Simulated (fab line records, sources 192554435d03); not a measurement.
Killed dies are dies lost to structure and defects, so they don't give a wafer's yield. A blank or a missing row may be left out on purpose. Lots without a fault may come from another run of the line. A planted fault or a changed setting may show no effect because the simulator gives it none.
Which tool did it? | flow n5_finfet | 24 lots, 72 wafers sampled, at 1 step of a route of 1938

WHAT THE GAUGES READ, wafer by wafer
N5_BEOL_M15_RS_MEAS_54: measures by four-point-probe.
lot  | measured     | on            | M15_RS (ohm/sq)
L076 | day 11 20:31 | film_metro-02 | 0.0219 0.0231 0.0210
L075 | day 12 08:05 | film_metro-01 | 0.0223 0.0219 0.0223
L074 | day 12 08:54 | film_metro-01 | 0.0215 0.0217 0.0217
L077 | day 12 16:17 | film_metro-01 | 0.0224 0.0220 0.0223
L080 | day 13 06:30 | film_metro-01 | 0.0222 0.0215 0.0223
L078 | day 13 08:27 | film_metro-02 | 0.0210 0.0229 0.0210
L079 | day 13 08:56 | film_metro-01 | 0.0222 0.0222 0.0220
L081 | day 13 18:08 | film_metro-02 | 0.0219 0.0214 0.0216
L083 | day 14 09:37 | film_metro-01 | 0.0217 0.0215 0.0212
L084 | day 14 15:10 | film_metro-02 | 0.0209 0.0215 0.0227
L082 | day 14 15:38 | film_metro-02 | 0.0218 0.0215 0.0216
L085 | day 14 20:42 | film_metro-02 | 0.0211 0.0206 0.0208
L086 | day 15 15:07 | film_metro-01 | 0.0224 0.0228 0.0226
L087 | day 15 17:34 | film_metro-02 | 0.0214 0.0217 0.0213
L089 | day 16 08:28 | film_metro-02 | 0.0230 0.0217 0.0224
L088 | day 16 09:00 | film_metro-02 | 0.0227 0.0228 0.0218
L093 | day 16 14:25 | film_metro-01 | 0.0216 0.0213 0.0213
L090 | day 16 22:57 | film_metro-02 | 0.0218 0.0218 0.0216
L091 | day 17 00:45 | film_metro-02 | 0.0215 0.0221 0.0222
L092 | day 17 01:19 | film_metro-01 | 0.0213 0.0218 0.0218
L094 | day 17 04:49 | film_metro-02 | 0.0220 0.0215 0.0216
L095 | day 17 14:53 | film_metro-02 | 0.0216 0.0225 0.0223
L097 | day 18 16:52 | film_metro-02 | 0.0227 0.0227 0.0208
L096 | day 18 17:02 | film_metro-01 | 0.0226 0.0208 0.0226

WHICH TOOL RAN EACH LOT (tool, then ch and the chambers of the sampled wafers, then the start)
The record holds no process step before these readings.

WHAT THE TOOLS THEMSELVES READ (means of the sampled wafers that have a number; where no wafer has one, the mark that the record gives instead)
The record holds no such reading with a usual standard deviation.

THE ANSWER, worked out from the rows above alone
Rule: what is usual is taken from the lots themselves. Put in order of their means at a reading, lots are off if they are a third of the lots or fewer, leave a main group of 4 or more, and stand apart from it by a gap of 3 or more times the standard deviation of the main group's means; of several such gaps the widest counts. A main group whose means are all the same, to the digits that the tables above print for the reading, isn't used. A lot without any number at a reading at which 4 lots or more have one is off too. The other lots that the step has rows for count as sound. The gauges are gone through in route order, then the tools' own readings, and for those a lot's mean is taken as printed above. The first step at which some lot is off is used, and at that step the reading that is off furthest; a lot without a number counts as furthest.
No lot is off at any reading shown: from this, nothing can be told.

WHAT THE SIMULATOR HAD PUT IN
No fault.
